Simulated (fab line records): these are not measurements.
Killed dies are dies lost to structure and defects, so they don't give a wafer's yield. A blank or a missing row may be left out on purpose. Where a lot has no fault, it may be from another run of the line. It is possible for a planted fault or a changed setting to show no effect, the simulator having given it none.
Split-lot experiment ; flow n5 finfet ; on a route of 1938 steps: 7 lots, 21 wafers read

== THE SPLIT ==
At N5_BEOL_M2_TRENCH_ETCH_37 (etches SiOC in C4F6/O2, target depth 55.555 nm, time 29.2 s), the setting bias w was moved away from the recipe's 185 W on 7 of the 21 wafers read, by -14.1% to +7.4%. This setting was run at the recipe's value on the other wafers.

The reading comes from the split's own step.

== THE READING ==
rf vpp V, in V, at N5_BEOL_M2_TRENCH_ETCH_37 (etches SiOC in C4F6/O2, target depth 55.555 nm, time 29.2 s). On this fab line, fault-free wafers typically give 663 V with a standard deviation of 5.1 V.

wafer;tool, chamber at the split;bias w as run, W;against the recipe;rf vpp V, V;against lot-mates on the recipe
L074.1;rie diel-02, 0;198.7;+7.4%;694;+32
L074.2;rie diel-02, 2;185;recipe;666;-
L074.4;rie diel-02, 1;185;recipe;659;-
L076.4;rie diel-01, 0;185;recipe;656;-
L076.5;rie diel-01, 3;185;recipe;669;-
L076.6;rie diel-01, 0;185;recipe;657;-
L078.2;rie diel-02, 3;168.1;-9.1%;619;-36
L078.4;rie diel-02, 1;168.1;-9.1%;610;-45
L078.6;rie diel-02, 0;185;recipe;655;-
L084.2;rie diel-06, 2;185;recipe;663;-
L084.5;rie diel-06, 1;185;recipe;658;-
L084.6;rie diel-06, 2;185;recipe;662;-
L087.1;rie diel-02, 3;174.6;-5.6%;640;-22
L087.5;rie diel-02, 2;185;recipe;665;-
L087.6;rie diel-02, 1;185;recipe;658;-
L090.1;rie diel-02, 3;170.2;-8.0%;625;-37
L090.3;rie diel-02, 2;185;recipe;666;-
L090.6;rie diel-02, 1;185;recipe;658;-
L095.2;rie diel-01, 0;185;recipe;657;-
L095.4;rie diel-01, 3;159;-14.1%;593;-64
L095.6;rie diel-01, 1;159;-14.1%;596;-61

FIT RESULTS
A straight line over all 21 wafers: rf vpp V changes by +4.7 V for each +1% of bias w; r = +0.99; the points scatter about the line by 4.4 V.
The same after taking each lot's own level away (the mean of its wafers on the recipe; 21 wafers): +4.41 V for each +1%; r = +0.99; scatter 3.7 V.
According to that fit, moving bias w by its largest amount changes the reading by 62 V.
From 655.0 to 662.5 V: that is the span of the lots' own levels, equal to 1.5 times the standard deviation above.
The two slopes agree, so the slope changes little with the lot-to-lot level.
Check: -61.3 V against its lot-mates is what the line predicts for one of the wafers moved furthest among these (-14.1%) when that wafer is left out of the fit. It came out at -64 V against them.
Tool readings at the split's step, against how far the setting was moved: rf vpp V r = +0.99.

== THESE WAFERS: OTHER SPLITS ==
These wafers also went through other splits before the reading. Each is held against what the fit with the lots' levels taken away leaves over:
other split on the same wafers;wafers away from the commonest value;r with rf vpp V (lot level and that fit taken away)
N5_MOL_CONTACT_COAG_PECVD_31 temp c;8;+0.33
N5_MOL_CONTACT_COAG_CVD_140 target thk a;7;+0.03
N5_BEOL_M0_SAQP_SPACER1_ALD_98 ald cycles;6;-0.24
N5_BEOL_M0_ETCH_128 source w;3;+0.13
N5_BEOL_M1_COAT_05 spin rpm;5;-0.20
N5_BEOL_M1_EXPOSE_08 dose mj;8;-0.21

== FILE'S OWN FIT ==
rf vpp V changes by +4.41 V for each +1% of bias w, r = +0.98.
